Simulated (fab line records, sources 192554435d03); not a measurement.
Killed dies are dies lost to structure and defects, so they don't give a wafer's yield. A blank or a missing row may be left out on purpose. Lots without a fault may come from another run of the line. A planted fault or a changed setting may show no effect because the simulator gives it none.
Split-lot experiment | flow n5_finfet | 7 lots, 21 wafers read, on a route of 1938 steps

THE SPLIT
At N5_BEOL_M2_COAT_67 (time 60 s, resist thk 60 nm), the setting spin_rpm was moved away from the recipe's 1500 rpm on 8 of the 21 wafers read, by -3.2% to +11.2%. The other wafers ran this setting at the recipe's value.

The reading is taken at the split's own step.

THE READING
SOC_of_BEOL_M2_COAT_67.thk_nm (the simulator's own value, which no gauge read), in nm, at N5_BEOL_M2_COAT_67 (time 60 s, resist thk 60 nm). The file gives no usual value for it. The 13 wafers here that ran the recipe average 59.9 nm, standard deviation 0.19 nm.

wafer  | tool, chamber at the split | spin_rpm as run, rpm | against the recipe | SOC_of_BEOL_M2_COAT_67.thk_nm, nm | against lot-mates on the recipe
L081.1 | litho_track-05, 0          | 1500                 | recipe             | 60                                | -
L081.5 | litho_track-05, 0          | 1500                 | recipe             | 60.2                              | -
L081.6 | litho_track-05, 0          | 1668                 | +11.2%             | 56.8                              | -3.3
L077.3 | litho_track-01, 0          | 1500                 | recipe             | 60                                | -
L077.5 | litho_track-01, 0          | 1500                 | recipe             | 60                                | -
L077.6 | litho_track-01, 0          | 1500                 | recipe             | 59.6                              | -
L079.1 | litho_track-01, 0          | 1500                 | recipe             | 59.8                              | -
L079.3 | litho_track-01, 0          | 1500                 | recipe             | 59.8                              | -
L079.4 | litho_track-01, 0          | 1500                 | recipe             | 59.8                              | -
L080.2 | litho_track-01, 0          | 1575                 | +5.0%              | 58.6                              | -1.4
L080.5 | litho_track-01, 0          | 1500                 | recipe             | 60                                | -
L080.6 | litho_track-01, 0          | 1575                 | +5.0%              | 58.4                              | -1.6
L085.1 | litho_track-02, 0          | 1500                 | recipe             | 59.8                              | -
L085.2 | litho_track-02, 0          | 1572                 | +4.8%              | 58.4                              | -1.4
L085.5 | litho_track-02, 0          | 1572                 | +4.8%              | 58.2                              | -1.6
L086.1 | litho_track-01, 0          | 1500                 | recipe             | 60.2                              | -
L086.5 | litho_track-01, 0          | 1452                 | -3.2%              | 61                                | +0.8
L086.6 | litho_track-01, 0          | 1452                 | -3.2%              | 61                                | +0.8
L088.1 | litho_track-01, 0          | 1656                 | +10.4%             | 57                                | -2.7
L088.2 | litho_track-01, 0          | 1500                 | recipe             | 59.6                              | -
L088.5 | litho_track-01, 0          | 1500                 | recipe             | 59.8                              | -

THE FIT
A straight line over all 21 wafers: SOC_of_BEOL_M2_COAT_67.thk_nm changes by -0.29 nm for each +1% of spin_rpm; r = -0.99; the points scatter about the line by 0.19 nm.
The same after taking each lot's own level away (the mean of its wafers on the recipe; 21 wafers): -0.281 nm for each +1%; r = -0.99; scatter 0.13 nm.
On that fit, the largest move of spin_rpm shifts the reading by 3.2 nm.
The lots' own levels span 59.70 to 60.20 nm, that is 2.7 times the standard deviation above.
So the lot-to-lot level changes the slope little: the two slopes agree.
Check: with one of the wafers moved furthest among these (+11.2%) left out of the fit, the line predicts -3.11 nm for it against its lot-mates. It came out at -3.3 nm against them.

OTHER SPLITS ON THESE WAFERS
These wafers also went through other splits before the reading. Each is held against what the fit with the lots' levels taken away leaves over:
other split on the same wafers    | wafers away from the commonest value | r with SOC_of_BEOL_M2_COAT_67.thk_nm (lot level and that fit taken away)
N5_BEOL_M0_SAQP_EXPOSE_37 dose_mj | 11                                   | -0.25
N5_BEOL_M1_PECVD_72 time_s        | 8                                    | -0.17

THE FILE'S OWN FIT
SOC_of_BEOL_M2_COAT_67.thk_nm changes by -0.282 nm for each +1% of spin_rpm, r = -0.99.
